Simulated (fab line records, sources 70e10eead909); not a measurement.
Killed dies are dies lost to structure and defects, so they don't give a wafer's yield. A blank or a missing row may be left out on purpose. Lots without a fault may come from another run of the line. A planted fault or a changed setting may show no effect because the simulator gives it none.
Which tool did it? | flow nand_harc | 15 lots, 43 wafers sampled, at 5 steps of a route of 1159

WHAT THE GAUGES READ, wafer by wafer
NHARC_A_WL_FILL_INSPECT_15. Usual: raw_defect_count 399, standard deviation 120.
lot  | measured     | on                | raw_defect_count | flag
L251 | day 17 00:02 | defect_inspect-02 | 275 346 387      |
L252 | day 17 00:07 | defect_inspect-01 | 408 586 591      |
L250 | day 17 04:23 | defect_inspect-02 | 250 381 366      |
L256 | day 18 01:32 | defect_inspect-02 | 436 359 429      |
L255 | day 18 17:13 | defect_inspect-01 | 335 320 420      |
L259 | day 19 01:53 | defect_inspect-02 | 457 435          |
L262 | day 19 11:35 | defect_inspect-01 | 583 382 437      |
L264 | day 19 11:56 | defect_inspect-02 | 414 284          |
L266 | day 19 21:34 | defect_inspect-02 | 372 355 482      |
L263 | day 19 23:19 | defect_inspect-01 | 515 485 371      |
L267 | day 20 12:10 | defect_inspect-01 | 434 580 422      |
L271 | day 21 09:41 | defect_inspect-02 | 430 314 306      |
L269 | day 21 14:01 | defect_inspect-01 | 295 293 261      |
L270 | day 21 16:50 | defect_inspect-01 | 405 574 530      |
L272 | day 22 00:39 | defect_inspect-01 | 769 753 452      |

NHARC_A_CONTACT_OVL_MEAS_43. Usual: overlay_x_nm 0.1 nm, standard deviation 0.83; overlay_y_nm 0.0 nm, standard deviation 0.93.
lot  | measured     | on         | overlay_x_nm (nm) | overlay_y_nm (nm) | flag
L251 | day 17 03:44 | overlay-02 | 0.4 0.3 0.3       | 1.0 1.0 2.3       |
L252 | day 17 03:54 | overlay-01 | 0.8 0.4 0.6       | -0.3 0.3 0.3      |
L250 | day 17 08:44 | overlay-01 | 0.4 0.8 0.5       | -0.8 -1.1 -0.4    |
L256 | day 18 08:02 | overlay-02 | 1.0 1.0 0.8       | 0.2 0.0 0.3       |
L255 | day 18 21:04 | overlay-01 | -0.4 0.2 -0.2     | 0.0 -0.5 -0.3     |
L259 | day 19 05:38 | overlay-02 | 1.2 1.1           | 1.7 1.5           |
L262 | day 19 16:10 | overlay-01 | -1.4 -1.2 -1.6    | -0.8 -0.9 -1.3    |
L264 | day 19 16:57 | overlay-02 | -1.1 -0.7         | 0.6 1.2           |
L266 | day 20 01:09 | overlay-01 | 0.7 0.2 0.7       | 0.4 0.8 0.4       |
L263 | day 20 04:15 | overlay-02 | -0.8 -0.2 -0.8    | 1.4 1.3 1.1       |
L267 | day 20 20:46 | overlay-02 | 0.8 0.8 1.0       | 0.5 0.2 0.6       |
L271 | day 21 13:34 | overlay-01 | 0.2 0.0 0.2       | -0.5 0.3 0.2      |
L269 | day 21 19:28 | overlay-02 | 0.4 0.6 0.5       | -1.0 -1.4 -1.0    |
L270 | day 21 21:25 | overlay-01 | -0.2 -0.1 0.1     | -0.1 0.0 0.5      |
L272 | day 22 05:35 | overlay-01 | -1.1 -1.2 -1.1    | -0.3 -0.6 -0.4    |

NHARC_END_SORT_01. Usual: killed_at_array 28, standard deviation 10; killed_at_other 0.5, standard deviation 0.82; killed_at_periphery 3.4, standard deviation 2.2; killed_dies 31, standard deviation 10; killed_open 3.4, standard deviation 1.9; killed_short 1.9, standard deviation 1.3.
lot  | measured     | on        | killed_at_array | killed_at_other | killed_at_periphery | killed_dies | killed_open | killed_short | flag
L251 | day 20 11:52 | prober-02 | 17 21 23        | 1 0 0           | 8 9 9               | 26 30 32    | 2 3 5       | 0 0 1        |
L252 | day 20 16:45 | prober-01 | 15 23 14        | 0 0 1           | 4 3 4               | 19 26 19    | 2 3 2       | 3 1 3        |
L250 | day 20 17:59 | prober-02 | 16 25 24        | 0 0 0           | 6 6 3               | 22 31 27    | 4 6 3       | 2 3 2        |
L256 | day 21 06:40 | prober-02 | 22 26 23        | 2 1 1           | 2 3 1               | 26 30 25    | 4 6 2       | 2 2 4        |
L255 | day 21 21:05 | prober-02 | 18 18 11        | 0 0 0           | 4 0 2               | 22 18 13    | 4 5 3       | 2 1 3        |
L259 | day 22 03:38 | prober-02 | 20 27           | 0 0             | 7 8                 | 27 35       | 0 6         | 2 1          |
L262 | day 22 11:24 | prober-01 | 17 31 24        | 0 0 1           | 4 5 4               | 21 36 29    | 3 0 4       | 1 2 2        |
L266 | day 23 19:26 | prober-02 | 34 37 37        | 0 0 0           | 2 8 2               | 36 45 39    | 7 5 4       | 1 3 5        |
L263 | day 24 01:24 | prober-01 | 35 41 39        | 3 1 3           | 1 2 1               | 39 44 43    | 3 6 1       | 1 0 2        |
L267 | day 23 17:34 | prober-01 | 48 44 48        | 0 0 0           | 4 2 1               | 52 46 49    | 3 2 1       | 2 1 4        |
L271 | day 24 10:56 | prober-02 | 31 34 22        | 0 3 0           | 3 1 6               | 34 38 28    | 4 3 6       | 0 5 4        |
L269 | day 24 17:08 | prober-01 | 45 32 31        | 0 0 0           | 3 1 4               | 48 33 35    | 4 0 3       | 1 1 1        |
L270 | day 24 22:44 | prober-02 | 50 33 57        | 1 3 2           | 2 3 2               | 53 39 61    | 3 2 5       | 2 3 1        |
L272 | day 25 00:58 | prober-01 | 28 46 39        | 2 0 2           | 5 1 3               | 35 47 44    | 6 2 5       | 3 3 1        |

WHICH TOOL RAN EACH LOT (tool, then ch and the chambers of the sampled wafers, then the start)
lot  | NHARC_A_WL_FILL_ALD_19              | NHARC_A_CONTACT_SOFTBAKE_37
L251 | ald_metal-01 ch 1,2, day 16 13:02   | litho_track-01 ch 0, day 17 03:00
L252 | ald_metal-03 ch 0,1,2, day 16 13:02 | litho_track-06 ch 0, day 17 03:00
L250 | ald_metal-04 ch 1,2, day 16 13:10   | litho_track-06 ch 0, day 17 08:00
L256 | ald_metal-04 ch 1,2,3, day 16 22:55 | litho_track-04 ch 0, day 18 07:00
L255 | ald_metal-03 ch 0,1, day 18 06:17   | litho_track-04 ch 0, day 18 20:00
L259 | ald_metal-04 ch 0,2, day 18 20:10   | litho_track-04 ch 0, day 19 05:00
L262 | ald_metal-01 ch 1,2, day 19 03:02   | litho_track-04 ch 0, day 19 15:00
L264 | ald_metal-04 ch 0,3, day 19 03:08   | litho_track-04 ch 0, day 19 16:00
L266 | ald_metal-04 ch 0,1,2, day 19 09:46 | litho_track-01 ch 0, day 20 00:00
L263 | ald_metal-03 ch 0,2,3, day 19 12:53 | litho_track-01 ch 0, day 20 03:00
L267 | ald_metal-04 ch 0,3, day 20 06:05   | litho_track-06 ch 0, day 20 20:00
L271 | ald_metal-04 ch 0,1,3, day 20 23:42 | litho_track-01 ch 0, day 21 13:00
L269 | ald_metal-03 ch 0,1,2, day 20 23:42 | litho_track-01 ch 0, day 21 18:00
L270 | ald_metal-01 ch 0,1,3, day 20 23:42 | litho_track-01 ch 0, day 21 21:00
L272 | ald_metal-03 ch 0,1,2, day 21 17:26 | litho_track-06 ch 0, day 22 05:00
- NHARC_A_WL_FILL_ALD_19: deposits TiN, target thk 2 nm, pulse time 3 s, ald cycles 100.
- NHARC_A_CONTACT_SOFTBAKE_37: time 55 s.

WHAT THE TOOLS THEMSELVES READ (means of the sampled wafers that have a number; where no wafer has one, the mark that the record gives instead)
NHARC_A_WL_FILL_ALD_19. Usual: heater_power_w 1036 W, standard deviation 88; precursor_pulse_height_rel 0.999, standard deviation 0.019.
lot  | tool         | heater_power_w (W) | precursor_pulse_height_rel | flag
L251 | ald_metal-01 | 944                | 0.981                      |
L252 | ald_metal-03 | 1061               | 0.996                      |
L250 | ald_metal-04 | 977                | 0.992                      |
L256 | ald_metal-04 | 1058               | 0.998                      |
L255 | ald_metal-03 | 1029               | 0.998                      |
L259 | ald_metal-04 | 1030               | 1.006                      |
L262 | ald_metal-01 | 941                | 0.994                      |
L264 | ald_metal-04 | 1153               | 1.006                      |
L266 | ald_metal-04 | 1047               | 0.988                      |
L263 | ald_metal-03 | 985                | 0.989                      |
L267 | ald_metal-04 | 1107               | 0.998                      |
L271 | ald_metal-04 | 1111               | 0.973                      |
L269 | ald_metal-03 | 1054               | 0.993                      |
L270 | ald_metal-01 | 1023               | 1.013                      |
L272 | ald_metal-03 | 1077               | 1.008                      |

NHARC_A_CONTACT_SOFTBAKE_37. Usual: heater_power_total_W 188.45 W, standard deviation 0.13.
lot  | tool           | heater_power_total_W (W) | flag
L251 | litho_track-01 | 188.55                   |
L252 | litho_track-06 | 188.56                   |
L250 | litho_track-06 | 188.41                   |
L256 | litho_track-04 | 188.51                   |
L255 | litho_track-04 | 188.36                   |
L259 | litho_track-04 | 192.07                   | OFF
L262 | litho_track-04 | 190.88                   | OFF
L264 | litho_track-04 | 195.79                   | OFF
L266 | litho_track-01 | 188.43                   |
L263 | litho_track-01 | 188.55                   |
L267 | litho_track-06 | 188.36                   |
L271 | litho_track-01 | 188.50                   |
L269 | litho_track-01 | 188.29                   |
L270 | litho_track-01 | 188.47                   |
L272 | litho_track-06 | 188.43                   |

THE ANSWER, worked out from the rows above alone
Rule: a lot is off if the mean of its wafers that have a number lies more than 3 standard deviations from the usual mean. A lot without any number at a reading at which 4 lots or more have one is off too. The other lots that the step has rows for count as sound. The gauges are gone through in route order, then the tools' own readings, and for those a lot's mean is taken as printed above. The first step at which some lot is off is used, and at that step the reading that is off furthest; a lot without a number counts as furthest.
Off: L259, L262, L264, at NHARC_A_CONTACT_SOFTBAKE_37 (heater_power_total_W).
A tool fits if, at that step or a process step before it, it ran every lot that is off, and no sound lot after the first of them. One fits: litho_track-04 at NHARC_A_CONTACT_SOFTBAKE_37. Its last sound lot is L255 (day 18 20:00), its first lot that is off L259 (day 19 05:00): a fault that began between those two fits.
The tool's own readings at NHARC_A_CONTACT_SOFTBAKE_37 bear it out: on the lots that are off they differ by more than 5 times the standard deviation of the sound lots' means. heater_power_total_W reads 192.91 W there against 188.45 W on the sound lots.

WHAT THE SIMULATOR HAD PUT IN
Process parameter drift: litho_track-04, from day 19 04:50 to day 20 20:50, at NHARC_A_CONTACT_SOFTBAKE_37. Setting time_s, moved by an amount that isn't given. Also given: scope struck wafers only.
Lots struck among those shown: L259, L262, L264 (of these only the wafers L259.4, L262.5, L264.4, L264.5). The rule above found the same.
